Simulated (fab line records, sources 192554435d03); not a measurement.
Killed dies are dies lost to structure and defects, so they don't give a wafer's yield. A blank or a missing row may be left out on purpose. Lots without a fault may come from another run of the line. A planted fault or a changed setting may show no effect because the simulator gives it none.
Chamber matching | flow n5_finfet | N5_SDB_ETCH_25 on rie_diel-05: 4 sister chambers
The step etches SiO2 in C4F6/O2, target depth 10 nm, time 3.3 s. 7 wafers are shown with their chamber, then 7 later ones without.

WAFERS WITH THEIR CHAMBER
wafer  | chamber | rf_vpp_V (V) | showerhead_plenum_p_Torr (Torr)
L081.6 | 0       | 675          | 2.79
L082.1 | 1       | 673          | 2.76
L085.1 | 3       | 637          | 2.74
L085.3 | 2       | 670          | 2.90
L085.6 | 2       | 670          | 2.90
L089.2 | 3       | 638          | 2.74
L089.5 | 0       | 673          | 2.78

WAFERS WITHOUT THEIR CHAMBER
wafer  | rf_vpp_V (V) | showerhead_plenum_p_Torr (Torr)
L089.6 | 638          | 2.74
L090.2 | 675          | 2.78
L090.5 | 673          | 2.75
L090.6 | 674          | 2.78
L097.1 | 670          | 2.89
L097.2 | 638          | 2.73
L097.6 | 675          | 2.78

WHICH CHAMBER EACH WENT THROUGH
wafer  | from the rows above | in truth
L089.6 | 3                   | 3
L090.2 | 0                   | 0
L090.5 | 1                   | 1
L090.6 | 0                   | 0
L097.1 | 2                   | 2
L097.2 | 3                   | 3
L097.6 | 0                   | 0
Placed correctly: 7 of 7. Can't be placed from these rows: 0. Placed wrongly: 0.
How it was worked out, from the rows above alone: a wafer's distance from a chamber is the root of the sum, over the readings, of the square of ((its reading less the chamber's mean) divided by the reading's scatter). The wafer belongs to the nearest chamber; if the next one is less than 2 further off, it can't be placed. A chamber's mean is the mean of its shown wafers. The scatter: the root of (the sum of the squares of (reading less its chamber's mean) over the shown wafers, divided by (wafers less chambers)).
